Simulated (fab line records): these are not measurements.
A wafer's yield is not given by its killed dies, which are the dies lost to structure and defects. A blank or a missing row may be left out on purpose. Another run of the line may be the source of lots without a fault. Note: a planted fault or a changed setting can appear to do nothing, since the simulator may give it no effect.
Split-lot experiment | flow n5-finfet | route with 1938 steps; 7 lots, 21 wafers read

## THE SPLIT
At N5_BEOL_M6_ETCH_62 (etches SOC in N2/H2, target depth 110 nm, overetch 22 nm, time 165 s), the setting time-s was moved away from the recipe's 165 s on 6 of the 21 wafers read, by -12.1% to +17.2%. For the rest of the wafers, this setting stayed at what the recipe calls for.

## FROM THE SPLIT TO THE READING: what the file shows between them, 2 steps
- N5_BEOL_M6_STRIP_68: strips in N2/H2
- N5_BEOL_M6_STRIP_67: strips in CF4

## THE READING
etch.depth-nm (the simulator's own value, which no gauge read), in nm, at N5_BEOL_M6_HM_OPEN_17 (chemistry Cl2/BCl3, target TiN, target depth 20 nm, overetch 6 nm). The file does not state a usual value for it. Here, 15 wafers ran the recipe; their average is 20.04 nm with a standard deviation of 0.22 nm.

wafer  | tool, chamber at the split | time-s as run, s | against the recipe | etch.depth-nm, nm | against lot-mates on the recipe
L077.3 | rie-diel-01, 0,3,0         | 165              | recipe             | 19.92             | -
L077.5 | rie-diel-01, 0,3,0         | 165              | recipe             | 19.89             | -
L077.6 | rie-diel-01, 0,3,0         | 165              | recipe             | 20.14             | -
L078.1 | rie-diel-01, 1,3           | 193.3            | +17.2%             | 17.38             | -3.12
L078.2 | rie-diel-01, 2             | 165              | recipe             | 20.5              | -
L078.4 | rie-diel-01, 1,3           | 193.3            | +17.2%             | 17.73             | -2.77
L079.1 | rie-diel-03, 2,0           | 165              | recipe             | 20.17             | -
L079.2 | rie-diel-03, 2,0           | 165              | recipe             | 20.25             | -
L079.6 | rie-diel-03, 0             | 179.7            | +8.9%              | 18.79             | -1.42
L082.4 | rie-diel-01, 1,0           | 145.1            | -12.1%             | 20.4              | +0.53
L082.5 | rie-diel-01, 1,0           | 145.1            | -12.1%             | 19.91             | +0.04
L082.6 | rie-diel-01, 3             | 165              | recipe             | 19.87             | -
L085.2 | rie-diel-03, 1,2,3         | 165              | recipe             | 19.78             | -
L085.3 | rie-diel-03, 1,2,3         | 165              | recipe             | 20.08             | -
L085.6 | rie-diel-03, 1,2,3         | 165              | recipe             | 19.98             | -
L088.3 | rie-diel-03, 1,2           | 165              | recipe             | 19.92             | -
L088.4 | rie-diel-03, 1,2           | 165              | recipe             | 19.67             | -
L088.5 | rie-diel-03, 3             | 179.1            | +8.5%              | 18.39             | -1.41
L090.4 | rie-diel-04, 0,2,3         | 165              | recipe             | 20.38             | -
L090.5 | rie-diel-04, 0,2,3         | 165              | recipe             | 19.92             | -
L090.6 | rie-diel-04, 0,2,3         | 165              | recipe             | 20.06             | -
If several chambers appear in one row, that row covers several wafers at once and the file leaves open which wafer was in which chamber.

THE FIT
A straight line over all 21 wafers: etch.depth-nm changes by -0.104 nm for each +1% of time-s; r = -0.85; the points scatter about the line by 0.46 nm.
The same after taking each lot's own level away (the mean of its wafers on the recipe; 21 wafers): -0.122 nm for each +1%; r = -0.89; scatter 0.45 nm.
On that fit, the largest move of time-s shifts the reading by 2.1 nm.
The span of the lots' own levels, 19.795 to 20.500 nm, comes to 3.3 times the standard deviation stated above.
In other words, the slope is changed by the lot-to-lot level; the two fits disagree.
Check: for one of the wafers moved furthest among these (+17.2%), held out of the fit, the line's prediction against its lot-mates is -1.99 nm. It came out at -3.12 nm against them.

## OTHER SPLITS APPLIED TO THESE WAFERS
Before the reading, these wafers also passed through other splits. Each is held against what the fit with the lots' levels taken away leaves over:
other split on the same wafers    | wafers away from the commonest value | r with etch.depth-nm (lot level and that fit taken away)
N5_BEOL_M3_COAT_68 spin-rpm       | 5                                    | -0.08
N5_BEOL_M5_ILD_DEP_00 time-s      | 7                                    | -0.17
N5_BEOL_M5_HM_DEP_02 target-thk-a | 6                                    | +0.03

## FILE'S OWN FIT
etch.depth-nm changes by -0.133 nm for each +1% of time-s, r = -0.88.
